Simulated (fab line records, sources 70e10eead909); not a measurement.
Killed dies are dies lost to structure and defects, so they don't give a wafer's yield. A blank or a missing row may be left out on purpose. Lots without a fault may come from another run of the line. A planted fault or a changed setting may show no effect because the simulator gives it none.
fab line records | flow nand_harc
record lots=14 wafers=42 last_day=33
route steps=1302 shown A_CHANNEL_FILL_D1@499 A_ONON_D2@562
lots that met no fault: from a run of the same line without faults
start_h: hours from the record's first day to the start of the lot's first wafer shown | wait_h: hours since the lot's step before | " the same as in the row above | L1.1+2: a row that stands for several wafers | - no value, or no start given | * or withheld: withheld | < > ~ a bound
route shown NAME@n: a module of which the file shows steps, and the number in the route of the first | usual: mean/standard deviation of fault-free wafers | same: alike in all rows | chamber/n: place in a boat | sites: the reading at each site | _std_site: their standard deviation | _edge_site: outer sites' mean less inner sites' | radius_mm: how far each site lies from the wafer's centre | mask NAME#n: copy n | behind: the tool/chamber that last shaped the wafer | hold: why the lot was held/for how many hours/how that ended | device: the transistor (n, p or np) that didn't switch | end of line: the same wafers' tests at the end of the route | a step without rows: its recipe alone | killed: dies lost to structure and defects at the first sort, not the wafer's yield | map: a wafer's dies, x killed, . not, _ none there
set.NAME: the setting as run; set.NAME@STEP: as run at that earlier step | model.NAME: the simulator's own value behind a step, which no gauge read
steps of the route over a sample of lots; a table a step, a row a wafer
services: from which hour (start_h, from the record's first day; less than 0 if before it) a tool's chamber was out of use, for how many hours, and why
## steps
# step NHARC_A_CHANNEL_FILL_D1_ETCHBACK_19
# recipe target_depth_a=50 time_s=1.7 hbr_flow_sccm=150 cl2_flow_sccm=50 rf_w=400 icp_w=400 bias_w=100 chemistry=HBr/Cl2
# usual chamber_pressure_mTorr=15.000/0.013 drypump_motor_current_A=6.0/0.41 oes_product_au=1.000/0.0068 throttle_valve_pct=26.406/0.0084
# columns lot.wafer tool chamber start_h wait_h chamber_pressure_mTorr drypump_motor_current_A oes_product_au rf_hours_counter_h throttle_valve_pct
L397.1 rie_si-04 0 237.73 0.4 14.997 6.7 1.011 0.33 26.406
L397.3 " 2 " " 14.995 5.8 0.999 0.26 26.400
L397.2 " 3 " " 14.989 5.9 1.000 0.30 26.402
L400.3 rie_si-01 1 268.56 0.4 15.008 6.1 1.010 0.04 26.407
L400.2 " 2 " " 14.997 6.4 1.002 0.02 26.405
L400.5 " 1 " " 14.987 6.2 1.000 - 26.411
L401.2 rie_si-04 0 268.57 0.4 15.003 6.6 0.996 0.62 26.402
L401.1 " 2 " " 15.022 5.9 0.998 0.61 26.383
L401.5 " 3 " " 15.011 5.9 1.000 - 26.417
L402.2 rie_si-01 3 289.85 0.4 15.014 6.2 0.987 0.05 26.403
L402.1 " 0 " " 15.003 6.3 0.996 0.15 26.396
L402.5 " 3 " " 15.001 6.3 0.990 - 26.390
L403.4 rie_si-04 0 293.37 0.4 15.012 6.6 0.999 0.83 26.406
L403.1 " 1 " " 15.006 6.0 1.005 0.66 26.420
L403.6 " 3 " " 15.019 5.9 0.994 - 26.408
L404.3 rie_si-04 2 301.87 0.4 14.998 5.8 1.006 0.89 26.384
L404.2 " 3 " " 15.027 5.9 0.994 1.03 26.418
L404.6 " 2 " " 14.985 5.9 0.997 - 26.404
L406.2 rie_si-06 2 322.11 0.4 15.002 5.2 1.008 0.46 26.397
L406.5 " 3 " " 14.990 5.5 0.999 - 26.412
L406.6 " 0 " " 15.005 5.4 1.008 - 26.407
L407.2 rie_si-06 0 334.70 0.4 15.007 5.4 1.001 0.36 26.404
L407.4 " 1 " " 14.995 6.1 1.000 0.37 26.397
L407.5 " 1 " " 15.026 6.1 1.003 - 26.412
L408.3 rie_si-01 2 334.72 0.4 15.014 6.4 1.003 0.40 26.405
L408.2 " 0 " " 15.002 6.3 1.009 0.52 26.394
L408.4 " 2 " " 15.006 6.4 1.000 - 26.418
L412.3 rie_si-01 1 386.87 0.4 14.993 6.2 0.999 0.71 26.398
L412.1 " 3 " " 14.998 6.3 1.002 0.72 26.394
L412.4 " 2 " " 15.001 6.4 1.003 - 26.415
L413.4 rie_si-06 1 398.91 0.4 14.998 6.1 1.008 0.75 26.414
L413.2 " 2 " " 15.026 5.2 1.009 0.89 26.406
L413.6 " 0 " " 15.023 5.4 1.003 - 26.401
L415.2 rie_si-04 2 423.85 0.4 14.993 5.9 1.003 0.26 26.399
L415.5 " 2 " " 14.993 5.8 1.014 - 26.416
L415.6 " 3 " " 15.009 5.9 1.005 - 26.410
L417.1 rie_si-04 2 427.44 0.4 14.989 5.8 0.991 0.36 26.390
L417.5 " 2 " " 14.991 5.9 1.004 - 26.406
L417.6 " 3 " " 15.001 5.9 1.003 - 26.404
L418.1 rie_si-06 0 441.07 0.4 14.987 5.4 0.998 0 26.391
L418.2 " 3 " " 15.015 5.4 0.988 0 26.422
L418.6 " 0 " " 15.000 5.4 1.003 - 26.406
# step NHARC_A_CHANNEL_FILL_D1_STRIP_28
# recipe time_s=20 o2_flow_sccm=500 ar_flow_sccm=0 bias_w=0 chemistry=O2
# usual chamber_pressure_mTorr=60.00/0.059 drypump_motor_current_A=5.7/0.56 oes_product_au=1.001/0.0074 rf_vpp_V=57.7/0.95 showerhead_plenum_p_Torr=3.52/0.18 throttle_valve_pct=17.036/0.0089
# columns lot.wafer tool chamber start_h wait_h chamber_pressure_mTorr drypump_motor_current_A oes_product_au rf_hours_counter_h rf_vpp_V showerhead_plenum_p_Torr throttle_valve_pct
L397.1 rie_diel-11 3 237.97 0.1 60.00 5.3 1.015 8 59.5 3.72 17.030
L397.2 " 0 " " 60.05 5.7 0.984 8 56.4 3.45 17.032
L397.3 " 1 " " 60.01 5.7 0.998 10 56.8 3.54 17.042
L401.2 rie_diel-08 1 268.78 0.1 59.94 6.1 0.994 3 57.6 3.60 17.040
L401.1 " 2 " " 60.03 6.1 1.002 2 56.9 3.77 17.025
L401.5 " 1 " " 60.05 6.1 1.002 - 59.3 3.60 17.043
L400.2 rie_diel-11 2 268.80 0.1 59.98 6.6 1.008 0 57.7 3.29 17.033
L400.3 " 1 " " 60.01 5.7 1.005 0 58.3 3.54 17.049
L400.5 " 3 " " 60.03 5.3 0.995 - 59.5 3.72 17.034
L402.2 rie_diel-08 2 290.12 0.1 59.95 6.1 1.009 3 57.7 3.77 17.036
L402.1 " 0 " " 59.98 4.6 0.997 3 56.3 3.33 17.027
L402.5 " 2 " " 59.99 6.1 0.997 - 58.3 3.77 17.024
L403.1 rie_diel-03 0 293.58 0.1 59.95 5.5 0.994 0 59.1 3.43 17.053
L403.4 " 2 " " 60.07 6.6 1.003 0 56.6 3.77 17.049
L403.6 " 3 " " 59.95 5.3 1.002 - 58.9 3.44 17.043
L404.3 rie_diel-08 3 302.09 0.1 60.03 5.7 1.002 3 56.8 3.76 17.039
L404.2 " 0 " " 60.01 4.6 1.021 4 55.7 3.33 17.043
L404.6 " 2 " " 59.94 6.1 1.004 - 58.6 3.77 17.039
L406.2 rie_diel-03 1 322.31 0.1 59.95 5.6 1.014 1 59.0 3.30 17.046
L406.6 " 0 " " 59.99 5.5 0.994 - 56.5 3.43 17.025
L406.5 " 3 " " 59.99 5.2 1.000 - 56.9 3.44 17.040
L407.4 rie_diel-08 0 334.92 0.1 59.96 4.6 0.995 6 57.5 3.33 17.051
L407.2 " 3 " " 60.10 5.7 0.992 4 59.2 3.76 17.028
L407.5 " 1 " " 60.02 6.1 0.992 - 58.1 3.60 17.025
L408.3 rie_diel-03 1 334.95 0.1 59.94 5.7 1.012 2 56.2 3.30 17.026
L408.4 " 3 " " 59.98 5.2 1.019 2 57.8 3.44 17.037
L408.2 " 0 " " 59.96 5.5 0.997 2 57.4 3.43 17.036
L412.3 rie_diel-03 3 387.12 0.1 60.00 5.3 1.016 6 57.8 3.44 17.042
L412.4 " 0 " " 60.00 5.5 1.009 7 57.0 3.42 17.037
L412.1 " 2 " " 60.04 6.6 1.022 4 58.4 3.77 17.042
L413.2 rie_diel-11 1 399.13 0.1 60.01 5.7 0.997 9 58.5 3.54 17.037
L413.4 " 2 " " 60.04 6.6 0.992 - 57.2 3.29 17.052
L413.6 " 0 " " 59.95 5.7 0.998 - 57.7 3.44 17.036
L415.2 rie_diel-08 3 424.07 0.1 60.00 5.7 0.999 2 59.5 3.76 17.042
L415.5 " 2 " " 60.13 6.1 0.992 - 57.4 3.77 17.028
L415.6 " 3 " " 60.00 5.7 0.997 - 58.2 3.76 17.026
L417.1 rie_diel-03 2 427.66 0.1 59.98 6.6 1.014 7 56.6 3.77 17.025
L417.6 " 1 " " 59.96 5.6 1.009 - 58.6 3.29 17.029
L417.5 " 2 " " 60.09 6.7 1.010 - 59.3 3.77 17.037
L418.1 rie_diel-03 1 441.29 0.1 60.17 5.6 1.005 10 57.5 3.29 17.051
L418.2 " 0 " " 59.98 5.5 0.987 11 56.2 3.42 17.038
L418.6 " 2 " " 60.05 6.6 1.008 - 58.3 3.77 17.029
# step NHARC_A_CHANNEL_FILL_D1_ETCHBACK_08
# recipe target_depth_a=2200 time_s=110 c4f8_flow_sccm=20 ar_flow_sccm=withheld rf_w=600 bias_w=300 chemistry=C4F8
# usual chamber_pressure_mTorr=24.998/0.022 oes_product_au=0.95/0.032 rf_vpp_V=441/3.2
# columns lot.wafer tool chamber start_h wait_h chamber_pressure_mTorr oes_product_au rf_hours_counter_h rf_vpp_V
L397.1 rie_diel-03 3 - - 24.998 1.00 2 439
L397.2 " 0 " " 25.001 0.92 10 438
L397.3 " 1 " " 24.966 0.93 11 437
L400.2 rie_diel-11 3 - - 24.961 0.93 2 445
L400.3 " 0 " " 25.003 0.92 2 439
L400.5 " 3 " " 24.979 0.93 - 445
L401.2 rie_diel-08 2 - - 24.986 0.93 3 446
L401.1 " 0 " " 24.966 0.94 3 438
L401.5 " 0 " " 24.980 0.93 - 438
L402.1 rie_diel-08 0 - - 25.005 0.91 4 438
L402.2 " 2 " " 25.005 0.93 4 446
L402.5 " 0 " " 24.982 0.92 - 437
L403.1 rie_diel-08 3 - - 25.031 0.92 3 444
L403.4 " 1 " " 24.983 0.92 4 441
L403.6 " 3 " " 25.006 0.93 - 445
L404.2 rie_diel-03 0 - - 24.970 0.97 1 440
L404.3 " 1 " " 24.960 0.97 1 436
L404.6 " 3 " " 24.980 0.97 - 440
L406.2 rie_diel-03 1 - - 24.983 0.94 2 436
L406.5 " 3 " " 24.994 0.93 - 439
L406.6 " 0 " " 24.977 0.91 - 439
L407.2 rie_diel-11 1 - - 25.020 1.01 6 441
L407.4 " 2 " " 25.010 1.00 6 437
L407.5 " 1 " " 25.041 0.99 - 442
L408.2 rie_diel-08 0 - - 24.985 1.00 6 438
L408.3 " 1 " " 24.986 0.99 6 441
L408.4 " 3 " " 24.954 0.99 5 445
L412.4 rie_diel-08 3 - - 24.981 0.97 1 444
L412.1 " 1 " " 25.036 0.97 1 442
L412.3 " 2 " " 24.986 0.95 1 445
L413.2 rie_diel-08 1 - - 25.006 1.00 1 442
L413.4 " 3 " " 24.974 0.99 1 446
L413.6 " 0 " " 24.984 1.00 - 437
L415.2 rie_diel-08 2 - - 25.026 0.92 3 446
L415.5 " 0 " " 25.014 0.92 - 435
L415.6 " 1 " " 25.036 0.92 - 442
L417.1 rie_diel-11 0 - - 25.006 1.00 0 440
L417.5 " 1 " " 24.966 1.01 - 440
L417.6 " 2 " " 24.998 1.00 - 436
L418.1 rie_diel-08 1 - - 24.995 0.98 3 441
L418.2 " 2 " " 24.998 0.96 3 446
L418.6 " 2 " " 25.033 0.96 - 444
# step NHARC_A_ONON_D2_DEP_25
# recipe target_thk_a=10000 n2_flow_sccm=2750 n2o_flow_sccm=2000 nh3_flow_sccm=500 sih4_flow_sccm=210 temp_c=400
# columns lot.wafer tool chamber start_h wait_h
L397.1+2+3 pecvd_onon-02 0 319.06 0.1
L401.1+2+5 pecvd_onon-03 0 340.08 0.1
L400.2+3+5 pecvd_onon-04 0 340.15 0.1
L403.1+4+6 pecvd_onon-02 0 364.51 0.1
L402.1+2+5 pecvd_onon-04 0 364.65 0.1
L404.2+3+6 pecvd_onon-03 0 373.18 0.4
L406.2+5+6 pecvd_onon-03 0 393.79 0.1
L407.2+4+5 pecvd_onon-04 0 409.90 0.1
L408.2+3+4 pecvd_onon-02 0 422.30 0.1
L412.1+3+4 pecvd_onon-03 0 459.33 0.1
L413.2+4+6 pecvd_onon-03 0 470.48 0.1
L415.2+5+6 pecvd_onon-03 0 496.26 0.1
L417.1+5+6 pecvd_onon-03 0 502.23 0.1
L418.1+2+6 pecvd_onon-02 0 515.91 0.1
# step NHARC_A_ONON_D2_THK_MEAS_27
# recipe thk_meas_gauge=ellipsometry
# usual thk_nm=997/9.4
# columns lot.wafer tool chamber start_h wait_h thk_nm
L397.1 film_metro-02 - 319.57 - 1014
L397.2 " - " " 1014
L397.3 " - " " 1013
L401.1 film_metro-01 - 340.59 - 996
L401.2 " - " " 997
L401.5 " - " " 997
L400.2 film_metro-02 - 340.60 - 988
L400.3 " - " " 988
L400.5 " - " " 989
L403.1 film_metro-01 - 365.02 - 995
L403.4 " - " " 994
L403.6 " - " " 997
L402.1 film_metro-02 - 365.16 - 993
L402.2 " - " " 994
L402.5 " - " " 994
L404.2 film_metro-02 - 373.64 - 1002
L404.3 " - " " 1003
L404.6 " - " " 1002
L406.2 film_metro-01 - 394.24 - 995
L406.5 " - " " 995
L406.6 " - " " 996
L407.2 film_metro-01 - 410.35 - 1001
L407.4 " - " " 1000
L407.5 " - " " 999
L408.2 film_metro-01 - 422.75 - 994
L408.3 " - " " 996
L408.4 " - " " 996
L412.1 film_metro-01 - 459.84 - 1010
L412.3 " - " " 1010
L412.4 " - " " 1008
L413.2 film_metro-02 - 470.94 - 1005
L413.4 " - " " 1003
L413.6 " - " " 1006
L415.2 film_metro-01 - 496.72 - 945
L415.5 " - " " 944
L415.6 " - " " 947
L417.1 film_metro-01 - 502.73 - 947
L417.5 " - " " 948
L417.6 " - " " 945
L418.1 film_metro-01 - 516.42 - 986
L418.2 " - " " 986
L418.6 " - " " 986
## services
# columns tool chamber start_h hours kind
pecvd_onon-03 - 227.00 13.0 pm
rie_si-04 1 234.55 11.4 repair
rie_diel-03 - 246.68 0.6 repair
rie_diel-11 - 255.50 9.0 pm
rie_diel-08 3 280.36 15.0 repair
rie_diel-03 - 281.40 9.0 pm
rie_diel-08 1 289.88 5.3 repair
rie_diel-03 2 316.68 10.1 repair
rie_diel-08 - 332.67 0.7 repair
rie_si-04 - 342.00 9.0 pm
rie_si-04 0 358.05 7.3 repair
rie_si-04 2 358.64 6.0 repair
rie_diel-08 - 367.80 9.0 pm
rie_si-04 - 393.38 9.7 repair
rie_diel-03 0 406.18 4.5 repair
pecvd_onon-03 - 408.00 13.0 pm
rie_diel-08 0 432.52 5.6 repair
rie_diel-03 - 442.84 1.1 repair
rie_diel-03 - 458.40 9.0 pm
rie_diel-08 2 461.83 5.8 repair
rie_diel-08 3 481.43 1.8 repair
rie_diel-08 2 492.27 7.4 repair
rie_diel-08 0 496.68 19.6 repair
rie_diel-03 0 502.76 4.2 repair
## key
first_sign step=NHARC_A_ONON_D2_THK_MEAS_27 reading=thk_nm direction=down sigmas=5.4 usual=997 struck=946
effect none on later readings
met_at NHARC_A_ONON_D2_DEP_25
struck_lots L415,L417
later_rows_left_out L415.2,L415.5,L415.6,L417.1,L417.5,L417.6
sort_left_out L415.2,L415.5,L415.6,L417.1,L417.5,L417.6
tester_left_out L415,L417
not_acting_at NHARC_A_CHANNEL_FILL_D1_ETCHBACK_19,NHARC_A_CHANNEL_FILL_D1_STRIP_28,NHARC_A_CHANNEL_FILL_D1_ETCHBACK_08
onset_between 470.48 496.26
fault kind=process_parameter_drift tool=pecvd_onon-03 chamber=- onset_h=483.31 steps=NHARC_A_ONON_D2_DEP_25 channel=target_thk_a offset=* shape=step end_h=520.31 acts_in=* stated=*
# tester_left_out: of these lots the tester's yield and bins aren't shown, on N5 and GAA mostly nor the transistor test; their killed dies are dies lost to structure and defects alone, not to doping, threshold or leakage, so they don't give the yield
# sort_left_out: the simulated sort isn't trusted on such a fault, so these wafers' sort isn't shown, and their yield isn't known
# later_rows_left_out: the simulator's readings of these wafers behind a module that went badly wrong aren't trusted and aren't shown, but for the sort
